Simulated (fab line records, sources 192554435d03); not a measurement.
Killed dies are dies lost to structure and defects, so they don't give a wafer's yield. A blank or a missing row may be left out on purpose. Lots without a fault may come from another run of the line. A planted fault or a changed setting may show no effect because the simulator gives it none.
Which tool did it? | flow n5_finfet | 12 lots, 36 wafers sampled, at 1 step of a route of 1938

WHAT THE GAUGES READ, wafer by wafer
N5_BEOL_M14_RS_MEAS_54: measures by four-point-probe.
lot  | measured     | on            | M14_RS (ohm/sq)
L075 | day 12 03:01 | film_metro-01 | 0.0327 0.0354 0.0330
L078 | day 12 17:52 | film_metro-01 | 0.0348 0.0333 0.0333
L081 | day 13 03:44 | film_metro-02 | 0.0343 0.0358 0.0308
L083 | day 13 09:19 | film_metro-02 | 0.0344 0.0360 0.0334
L082 | day 13 23:48 | film_metro-01 | 0.0325 0.0324 0.0338
L085 | day 14 09:13 | film_metro-02 | 0.0345 0.0356 0.0346
L086 | day 15 05:44 | film_metro-02 | 0.0350 0.0328 0.0348
L087 | day 15 14:34 | film_metro-02 | 0.0345 0.0323 0.0333
L091 | day 16 00:08 | film_metro-02 | 0.0351 0.0327 0.0355
L094 | day 16 09:10 | film_metro-02 | 0.0320 0.0329 0.0347
L095 | day 17 08:35 | film_metro-01 | 0.0328 0.0319 0.0326
L096 | day 18 16:52 | film_metro-02 | 0.0342 0.0313 0.0354

WHICH TOOL RAN EACH LOT (tool, then ch and the chambers of the sampled wafers, then the start)
The record holds no process step before these readings.

THE ANSWER, worked out from the rows above alone
Rule: what is usual is taken from the lots themselves. Put in order of their means at a reading, lots are off if they are a third of the lots or fewer, leave a main group of 4 or more, and stand apart from it by a gap of 3 or more times the standard deviation of the main group's means; of several such gaps the widest counts. A main group whose means are all the same, to the digits that the tables above print for the reading, isn't used. A lot without any number at a reading at which 4 lots or more have one is off too. The other lots that the step has rows for count as sound.
No lot is off at any reading shown: from this, nothing can be told.

WHAT THE SIMULATOR HAD PUT IN
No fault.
